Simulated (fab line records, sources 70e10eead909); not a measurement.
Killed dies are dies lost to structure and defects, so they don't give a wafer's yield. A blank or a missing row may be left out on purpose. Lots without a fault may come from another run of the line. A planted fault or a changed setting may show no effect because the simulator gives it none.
A struck lot beside a sound one | flow nand_harc | 14 steps out of a route of 1302
Sound: wafers L289.1, L289.2, L289.6. Struck: wafers L298.3, L298.5, L298.6. The cause comes at the end.
At each step with rows: each side's tool, then ch and its chambers, then its first start. Under that, the readings that differ: sound wafers | struck wafers | difference of the means | sigmas: that difference in standard deviations of wafers without a fault.
alike: readings whose means differ by less than 2 such deviations, and words and numbers that are the same on both sides. not compared: withheld readings, readings that some wafer has no value for, bounds like >300 that may hide the same value, and numbers for which the record gives no deviation and whose values overlap.
The two part at a step that has a row with sigmas, a row that says differs or no value, or rows on one side only. Numbers that don't overlap but have no deviation are shown without sigmas and don't part them. A reading that every wafer of one side lacks parts them only if that side has two wafers or more.

NHARC_A_ONON_D2_THK_MEAS_14: measures by ellipsometry.
  sound on film_metro-02, day 16 05:04; struck on film_metro-02, day 19 20:01
  alike: thk_nm
then, 2 steps without rows for these wafers: NHARC_A_ONON_D2_ANNEAL_15 (time 3600 s); NHARC_A_ONON_D2_DEP_16 (target thk 1000 nm).
NHARC_A_ONON_D2_THK_MEAS_18: measures by ellipsometry.
  sound on film_metro-01, day 16 12:46; struck on film_metro-01, day 20 03:41
  alike: thk_nm
then, 1 step without rows for these wafers: NHARC_A_ONON_D2_DEP_19 (target thk 1000 nm).
NHARC_A_ONON_D2_THK_MEAS_21: measures by ellipsometry.
  sound on film_metro-02, day 16 13:20; struck on film_metro-01, day 20 04:16
  reading     | sound          | struck         | difference | sigmas
  thk_nm (nm) | 1006 1004 1005 | 1027 1027 1026 | +22        | +2
then, 1 step without rows for these wafers: NHARC_A_ONON_D2_DEP_22 (target thk 1000 nm).
NHARC_A_ONON_D2_THK_MEAS_24: measures by ellipsometry.
  sound on film_metro-02, day 16 13:55; struck on film_metro-01, day 20 04:50
  alike: thk_nm
then, 1 step without rows for these wafers: NHARC_A_ONON_D2_DEP_25 (target thk 1000 nm).
NHARC_A_ONON_D2_THK_MEAS_27: measures by ellipsometry.
  sound on film_metro-01, day 16 14:28; struck on film_metro-02, day 20 05:24
  alike: thk_nm
then, 1 step without rows for these wafers: NHARC_A_ONON_D2_DEP_28 (target thk 1000 nm).
NHARC_A_ONON_D2_THK_MEAS_30: measures by ellipsometry.
  sound on film_metro-01, day 16 15:02; struck on film_metro-02, day 20 05:59
  alike: thk_nm
NHARC_A_ONON_D2_DEP_33: deposits SiO2, target thk 200 nm.
  sound on pecvd-01 ch 1,2, day 16 15:05; struck on pecvd-03 ch 0,2, day 20 06:05
  reading                   | sound             | struck            | difference | sigmas
  mfc_precursor_sccm (sccm) | 161.0 160.4 161.5 | 203.8 204.2 203.8 | +43.0      | +99 or more
  alike: heater_power_w, susceptor_temp_C, throttle_valve_pct
NHARC_A_ONON_D2_THK_MEAS_34: measures by ellipsometry.
  sound on film_metro-01, day 16 15:31; struck on film_metro-01, day 20 06:29
  reading     | sound             | struck            | difference | sigmas
  thk_nm (nm) | 198.6 200.1 201.4 | 250.4 253.9 251.6 | +51.9      | +22

WHERE THEY PART
First at NHARC_A_ONON_D2_THK_MEAS_21; last, within this record, at NHARC_A_ONON_D2_THK_MEAS_34.

WHY: what the simulator had put in
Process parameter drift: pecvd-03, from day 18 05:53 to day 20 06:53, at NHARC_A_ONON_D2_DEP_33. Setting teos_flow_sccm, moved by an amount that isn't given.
